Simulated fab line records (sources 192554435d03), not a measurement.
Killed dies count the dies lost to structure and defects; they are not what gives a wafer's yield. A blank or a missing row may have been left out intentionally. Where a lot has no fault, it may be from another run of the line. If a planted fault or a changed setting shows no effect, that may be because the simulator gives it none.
fab line records	flow n5-finfet
[record] lots = 9	wafers = 27	last-day = 20
route steps=1938 shown MOL_CONTACT_COAG@579 BEOL_M4@1111
lots that met no fault: taken from a fault-free run of the same line
start-h: start of the lot's first displayed wafer, in hours after the record's first day	wait-h: how many hours have passed since the lot's step before this one	" the same as in the row above	L1.1+2: one row covering several wafers at once	- value missing, or start not given	* or withheld: withheld	< > ~ a bound
route shown NAME@n: NAME is a module with steps in the file, n the number in the route of the first one	usual: the fault-free wafers' mean and standard deviation	same: alike in all rows	chamber/n: place in a boat	sites: readings site by site	_std_site: how widely they spread, as a standard deviation	_edge_site: outer sites' mean less inner sites'	radius-mm: for every site, how far away it sits from the centre of the wafer	mask NAME#n: copy n	behind: the tool/chamber that last shaped the wafer	hold: the reason the lot was held/the length of the hold in hours/how it ended	device: the n, p or np transistor that did not switch	end of line: the tests these same wafers got at the end of their route	step lacking rows: just its recipe	killed: the dies lost at the first sort to structure and to defects; this is not the yield of the wafer	map: shows each die of a wafer: x if killed, . if not, _ if none is there
set.NAME: the setting that was run; set.NAME@STEP: the one run at that earlier step	model.NAME: the simulator's own value behind a step, which no gauge read
a sample of lots followed through the steps of the route, with each step as a table and each wafer as a row
services: when a tool's chamber went out of use (start-h, in hours from the record's first day, below 0 if earlier), for how many hours, and the reason
[[steps]]
[step N5_MOL_CONTACT_COAG_ALD_131]
[recipe] material = SiO2	target-thk-a = 50	temp-c = 100	ald-precursor-family = BDEAS	ald-co-reactant = O2-plasma	pulse-time-s = 1	co-reactant-pulse-time-s = 1	purge-time-s = 2	co-reactant-purge-time-s = 2	ald-cycles = 35	pressure-torr = 2
[usual] heater-power-w = 80/9	precursor-pulse-height-rel = 1.001/0.019
lot.wafer	tool	chamber	start-h	wait-h	heater-power-w	precursor-pulse-height-rel
L403.1	ald-sin-03	1	114.86	0.3	79	1.005
L403.2	"	3	"	"	65	0.971
L403.4	"	0	"	"	77	1.000
L406.3	ald-sin-01	1	130.52	0.1	74	0.973
L406.5	"	3	"	"	70	1.030
L406.6	"	0	"	"	90	0.998
L407.3	ald-sin-04	3	132.45	0.1	88	0.976
L407.5	"	1	"	"	80	0.998
L407.6	"	2	"	"	87	1.014
L408.1	ald-sin-03	3	141.04	1.0	66	1.014
L408.3	"	2	"	"	97	0.993
L408.6	"	1	"	"	79	1.014
L413.1	ald-sin-04	0	212.90	0.1	67	1.057
L413.4	"	3	"	"	88	0.998
L413.6	"	2	"	"	89	1.005
L415.2	ald-sin-01	0	212.93	0.1	88	1.010
L415.4	"	1	"	"	76	1.012
L415.5	"	2	"	"	89	1.006
L416.2	ald-sin-04	3	219.42	0.1	89	1.007
L416.4	"	2	"	"	88	1.016
L416.5	"	0	"	"	65	1.026
L419.1	ald-sin-04	3	233.64	0.1	91	1.003
L419.2	"	0	"	"	65	1.007
L419.5	"	3	"	"	90	0.973
L424.4	ald-sin-01	0	276.79	0.1	90	1.009
L424.5	"	1	"	"	77	1.020
L424.6	"	2	"	"	87	1.010
[step N5_MOL_CONTACT_COAG_VIA_ETCH_46]
[recipe] chemistry = C4F6/O2	target-depth-a = 460	overetch-a = 92	mask-material = SOC	target = SiO2	bias-w = 455	pressure-mtorr = 10	time-s = 40	source-w = 325	Ar_flow_sccm = 300	C4F6_flow_sccm = 10	O2_flow_sccm = 10	ion-energy-ev = 575.3	ends = end-point
[usual] chamber-pressure-mTorr = 10.000/0.0092	drypump-motor-current-A = 5.8/0.41	oes_o_777_au = 0.79/0.05	oes-product-au = 0.70/0.048	rf-vpp-V = 1590/20	showerhead-plenum-p-Torr = 2.88/0.071	throttle-valve-pct = 40.9/0.31
lot.wafer	tool	chamber	start-h	wait-h	chamber-pressure-mTorr	drypump-motor-current-A	oes_o_777_au	oes-product-au	rf-hours-counter-h	rf-vpp-V	showerhead-plenum-p-Torr	throttle-valve-pct
L403.1	rie-diel-04	2	115.23	0.0	10.018	5.4	0.73	0.65	179	1603	2.93	41.3
L403.2	"	0	"	"	10.004	6.4	0.71	0.63	247	1558	2.68	40.7
L403.4	"	3	"	"	10.002	6.5	0.77	0.69	162	1613	2.95	40.4
L406.3	rie-diel-04	1	130.86	0.0	10.003	5.3	0.82	0.73	75	1565	2.86	40.3
L406.5	"	2	"	"	10.005	5.5	0.74	0.65	-	1604	2.93	41.3
L406.6	"	3	"	"	10.010	6.5	0.77	0.69	-	1614	2.95	40.4
L407.3	rie-diel-04	2	132.83	0.0	10.000	5.5	0.73	0.63	185	1604	2.93	41.3
L407.5	"	2	"	"	10.003	5.4	0.74	0.66	-	1602	2.93	41.3
L407.6	"	1	"	"	9.994	5.3	0.82	0.74	-	1567	2.86	40.3
L408.1	rie-diel-01	1	141.38	0.0	10.007	5.8	0.84	0.74	77	1589	2.88	40.8
L408.3	"	0	"	"	9.986	5.7	0.83	0.76	61	1612	2.99	41.0
L408.6	"	0	"	"	9.984	5.8	0.84	0.77	-	1613	2.99	41.0
L413.1	rie-diel-04	1	213.24	0.0	10.006	5.3	0.81	0.73	97	1564	2.85	40.3
L413.4	"	0	"	"	9.982	6.4	0.93	0.82	17	1584	3.01	40.6
L413.6	"	3	"	"	9.999	6.5	0.75	0.67	-	1613	2.94	40.4
L415.2	rie-diel-06	1	213.27	0.0	9.998	5.7	0.83	0.74	73	1618	2.87	40.9
L415.4	"	3	"	"	9.996	5.9	0.76	0.67	148	1578	2.84	41.1
L415.5	"	1	"	"	10.008	5.7	0.83	0.75	-	1617	2.87	40.9
L416.2	rie-diel-01	0	219.76	0.0	10.001	5.7	0.81	0.73	77	1613	2.98	41.0
L416.4	"	1	"	"	10.012	5.8	0.82	0.73	93	1587	2.87	40.8
L416.5	"	3	"	"	10.001	5.6	0.76	0.68	-	1594	2.86	41.2
L419.1	rie-diel-06	1	233.97	0.0	10.002	5.7	0.83	0.74	75	1617	2.87	40.9
L419.2	"	2	"	"	10.009	5.0	0.74	0.64	183	1604	2.94	40.8
L419.5	"	0	"	"	9.998	6.0	0.74	0.65	-	1557	2.81	41.0
L424.4	rie-diel-04	1	277.24	0.0	9.993	5.3	0.78	0.71	-	1565	2.84	40.3
L424.5	"	2	"	"	10.004	5.4	0.70	0.61	-	1601	2.90	41.3
L424.6	"	0	"	"	9.972	6.4	0.88	0.78	-	1583	3.00	40.7
[step N5_MOL_CONTACT_COAG_ETCH_47]
[recipe] chemistry = CH3F/O2	target = SiNx	target-depth-a = 270	mask-material = SiO2	stop-on = W	over-etch-frac = 0.2	ion-energy-ev = 120	endpoint = OES-CN	pressure-mtorr = 30	source-w = 395	bias-w = 73	Ar_flow_sccm = 150	CH3F_flow_sccm = 30	O2_flow_sccm = 20	ends = end-point
[usual] chamber-pressure-mTorr = 29.999/0.027	drypump-motor-current-A = 5.8/0.41	etch-rf-on-time-s = 31.1/0.35	oes_o_777_au = 0.78/0.052	oes-product-au = 0.70/0.05	over-etch-frac = 0.2/0	rf-vpp-V = 298/4	showerhead-plenum-p-Torr = 2.03/0.052	throttle-valve-pct = 16.38/0.21
lot.wafer	tool	chamber	start-h	wait-h	chamber-pressure-mTorr	drypump-motor-current-A	etch-rf-on-time-s	oes_o_777_au	oes-product-au	over-etch-frac	rf-hours-counter-h	rf-vpp-V	showerhead-plenum-p-Torr	throttle-valve-pct
L403.1	rie-diel-04	2	115.33	0.0	30.015	5.4	31.7	0.73	0.64	0.2	179	301	2.07	16.80
L403.2	"	0	"	"	29.989	6.4	31.4	0.71	0.62	0.2	247	292	1.88	16.62
L403.4	"	3	"	"	29.966	6.4	31.1	0.77	0.69	0.2	162	302	2.08	16.14
L406.3	rie-diel-04	1	130.96	0.0	29.991	5.3	30.9	0.83	0.73	0.2	75	292	2.01	15.99
L406.5	"	2	"	"	29.972	5.4	36.6	0.72	0.58	0.38823	-	300	2.07	16.79
L406.6	"	3	"	"	30.006	6.5	30.7	0.76	0.68	0.2	-	303	2.08	16.16
L407.3	rie-diel-04	2	132.94	0.0	30.003	5.5	35.5	0.72	0.59	0.38823	185	302	2.07	16.80
L407.5	"	2	"	"	29.984	5.4	36.2	0.72	0.60	0.38823	-	300	2.07	16.79
L407.6	"	1	"	"	29.981	5.3	31.1	0.82	0.74	0.2	-	294	2.01	16.00
L408.1	rie-diel-01	1	141.48	0.0	29.989	5.8	30.9	0.83	0.75	0.2	77	298	2.03	16.29
L408.3	"	0	"	"	30.042	5.7	30.8	0.83	0.76	0.2	61	305	2.11	16.33
L408.6	"	0	"	"	30.005	5.7	31.0	0.83	0.76	0.2	-	301	2.11	16.33
L413.1	rie-diel-04	1	213.35	0.0	30.005	5.3	30.9	0.80	0.72	0.2	97	293	2.01	16.03
L413.4	"	0	"	"	29.930	6.4	30.5	0.93	0.82	0.2	17	296	2.13	16.20
L413.6	"	3	"	"	29.960	6.5	31.1	0.74	0.67	0.2	-	302	2.07	16.21
L415.2	rie-diel-06	1	213.37	0.0	29.983	5.7	31.0	0.83	0.74	0.2	73	304	2.02	16.35
L415.4	"	3	"	"	29.956	5.9	31.2	0.77	0.67	0.2	148	297	2.00	16.31
L415.5	"	1	"	"	29.974	5.8	30.6	0.84	0.75	0.2	-	304	2.02	16.36
L416.2	rie-diel-01	0	219.86	0.0	29.997	5.7	31.0	0.81	0.74	0.2	77	300	2.10	16.36
L416.4	"	1	"	"	30.011	5.8	30.9	0.81	0.73	0.2	93	299	2.02	16.33
L416.5	"	3	"	"	29.980	5.6	31.2	0.77	0.68	0.2	-	297	2.01	16.52
L419.1	rie-diel-06	1	234.08	0.0	29.979	5.7	31.4	0.84	0.74	0.2	75	301	2.02	16.36
L419.2	"	2	"	"	29.989	5.1	30.9	0.74	0.66	0.2	183	301	2.08	16.26
L419.5	"	0	"	"	30.039	5.9	31.7	0.73	0.65	0.2	-	293	1.98	16.55
L424.4	rie-diel-04	1	277.34	0.0	30.013	5.3	30.9	0.77	0.69	0.2	-	291	2.00	16.07
L424.5	"	2	"	"	30.004	5.5	30.8	0.68	0.62	0.2	-	300	2.05	16.89
L424.6	"	0	"	"	29.961	6.4	30.4	0.88	0.78	0.2	-	296	2.12	16.23
[step N5_MOL_CONTACT_COAG_CD_MEAS_40]
[recipe] target-cd-nm = 25.1	landing-energy-ev = 500	detector = se-inlens	polarity = opening
[usual] cd-nm = 25.00/0.22
lot.wafer	tool	chamber	start-h	wait-h	cd-nm
L403.1	cd-sem-03	0	115.88	-	24.82
L403.2	"	0	"	"	25.33
L403.4	"	0	"	"	25.22
L406.3	cd-sem-03	0	131.64	-	25.10
L406.5	"	0	"	"	24.86
L406.6	"	0	"	"	24.79
L407.3	cd-sem-01	0	133.61	-	25.20
L407.5	"	0	"	"	25.04
L407.6	"	0	"	"	25.31
L408.1	cd-sem-03	0	142.03	-	24.89
L408.3	"	0	"	"	25.08
L408.6	"	0	"	"	25.00
L413.1	cd-sem-02	0	213.89	-	24.90
L413.4	"	0	"	"	24.86
L413.6	"	0	"	"	24.73
L415.2	cd-sem-03	0	213.95	-	24.57
L415.4	"	0	"	"	24.78
L415.5	"	0	"	"	25.09
L416.2	cd-sem-03	0	221.33	-	25.02
L416.4	"	0	"	"	25.02
L416.5	"	0	"	"	25.10
L419.1	cd-sem-01	0	234.75	-	24.98
L419.2	"	0	"	"	24.81
L419.5	"	0	"	"	25.32
L424.4	cd-sem-03	0	277.98	-	24.94
L424.5	"	0	"	"	25.10
L424.6	"	0	"	"	25.05
[step N5_BEOL_M4_RC_MEAS_101]
[usual] DIBL_N = 36.5/1.2	DIBL_P = 36.5/1.6	IOFF_N = 0.162/0.023	IOFF_P = 0.221/0.03	ION_N = 678/8	ION_P = 466/6.3	SS_N = 71.6/0.46	SS_P = 73.3/0.57	VT_N = 249.2/2.6	VT_P = -249/3.3
lot.wafer	tool	chamber	start-h	wait-h	DIBL_N[mV/V]	DIBL_P[mV/V]	IOFF_N[nA/um]	IOFF_P[nA/um]	ION_N[uA/um]	ION_P[uA/um]	SS_N[mV/dec]	SS_P[mV/dec]	VT_N[mV]	VT_P[mV]
L403.1	prober-02	0	242.59	0.4	35.9	36.2	0.143	0.197	676	470	71.2	73.5	251.3	-252
L403.2	"	0	"	"	38.2	38.8	0.187	0.249	691	468	71.9	74.2	247.9	-249
L403.4	"	0	"	"	34.9	34.9	0.126	0.177	664	458	71.0	73.4	253.5	-254
L406.3	prober-02	0	251.41	0.3	36.1	37.8	0.161	0.257	681	471	72.2	74.1	250.2	-245
L406.5	"	0	"	"	36.5	37.9	0.169	0.252	686	475	72.2	73.7	248.9	-245
L406.6	"	0	"	"	35.3	36.7	0.151	0.234	677	470	72.2	73.3	248.3	-245
L408.1	prober-02	0	254.83	0.0	36.9	37.8	0.162	0.189	680	459	71.5	73.0	250.4	-253
L408.3	"	0	"	"	36.6	37.4	0.155	0.180	667	454	71.3	74.0	251.2	-254
L408.6	"	0	"	"	36.5	37.5	0.156	0.176	682	460	71.9	72.5	250.6	-256
L407.3	prober-01	0	257.31	0.3	35.5	36.4	0.156	0.206	684	467	71.7	72.9	251.6	-251
L407.5	"	0	"	"	35.6	35.9	0.150	0.193	678	459	71.8	73.1	252.3	-254
L407.6	"	0	"	"	34.5	34.3	0.128	0.184	677	465	71.5	73.3	252.6	-252
L413.1	prober-02	0	290.03	0.0	37.5	36.6	0.181	0.252	674	459	72.5	73.3	250.2	-246
L413.4	"	0	"	"	38.3	38.0	0.198	0.271	677	466	72.7	73.6	248.7	-245
L413.6	"	0	"	"	36.6	36.3	0.161	0.251	673	465	71.7	72.7	247.8	-245
L415.2	prober-02	0	291.12	0.3	35.8	35.7	0.152	0.210	676	464	71.9	73.0	250.9	-250
L415.4	"	0	"	"	36.0	35.9	0.150	0.220	668	458	71.1	72.9	252.0	-249
L415.5	"	0	"	"	37.3	36.7	0.168	0.224	667	461	71.9	74.1	250.8	-248
L416.2	prober-02	0	312.46	0.2	36.4	36.0	0.158	0.192	674	459	72.3	73.2	247.5	-252
L416.4	"	0	"	"	35.2	34.9	0.139	0.184	671	460	71.1	73.0	249.5	-252
L416.5	"	0	"	"	35.3	34.5	0.131	0.173	667	463	71.5	72.2	254.4	-253
L419.1	prober-01	0	323.73	0.0	36.2	38.9	0.194	0.254	695	471	72.0	73.8	247.0	-246
L419.2	"	0	"	"	35.3	38.1	0.165	0.232	677	464	72.7	72.7	248.3	-248
L419.5	"	0	"	"	34.6	36.3	0.152	0.215	678	465	71.9	73.0	251.2	-247
L424.4	prober-02	0	367.87	0.5	38.1	38.1	0.181	0.251	678	468	72.3	74.5	248.3	-249
L424.5	"	0	"	"	37.7	36.9	0.170	0.233	691	469	72.2	74.4	249.1	-247
L424.6	"	0	"	"	39.2	38.9	0.206	0.258	690	463	72.1	73.9	245.9	-249
[[services]]
tool	chamber	start-h	hours	kind
rie-diel-04	1	106.06	2.9	repair
ald-sin-04	0	123.95	17.5	repair
rie-diel-04	0	124.52	-	clean
rie-diel-04	0	124.52	-	consumable-replace:focus-ring
rie-diel-04	0	124.52	-	consumable-replace:showerhead
rie-diel-04	0	124.52	14.9	scheduled-down
rie-diel-04	0	124.52	14.9	vent-cycle
ald-sin-04	-	136.29	55.4	repair
rie-diel-06	-	152.62	0.9	repair
ald-sin-01	-	153.33	2.8	pm
rie-diel-01	0	161.28	4.4	repair
rie-diel-01	1	187.71	6.8	repair
ald-sin-01	2	189.24	4.2	repair
ald-sin-03	2	192.27	10.3	repair
ald-sin-03	0	200.89	22.9	repair
rie-diel-06	1	214.42	9.5	repair
ald-sin-03	2	222.71	13.7	repair
rie-diel-01	-	234.77	2.8	pm
ald-sin-03	-	238.71	0.5	repair
rie-diel-06	3	258.10	3.1	repair
rie-diel-04	3	260.32	20.8	repair
ald-sin-04	-	269.15	14.0	pm
ald-sin-04	0	269.15	14.0	vent-cycle
ald-sin-04	1	269.15	14.0	vent-cycle
[[key]]
[first-sign] step = N5_MOL_CONTACT_COAG_ETCH_47	reading = over-etch-frac	direction = up	sigmas = 99+	usual = 0.2	struck = 0.38823
[effect] step = N5_MOL_CONTACT_COAG_ETCH_47	reading = etch-rf-on-time-s	direction = up	sigmas = 14	usual = *	struck = *
met-at N5_MOL_CONTACT_COAG_ETCH_47
struck-lots L406,L407
struck-wafers L406.5,L407.3,L407.5
not-acting-at N5_MOL_CONTACT_COAG_ALD_131,N5_MOL_CONTACT_COAG_VIA_ETCH_46,N5_MOL_CONTACT_COAG_CD_MEAS_40
onset-between 115.33 130.96
[fault] kind = process-parameter-drift	tool = rie-diel-04	chamber = 2	onset-h = 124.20	steps = N5_MOL_CONTACT_COAG_ETCH_47	channel = over-etch-frac	offset = 0.18823	shape = step	end-h = 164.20	acts-in = these-recipes-only	stated = 0.2
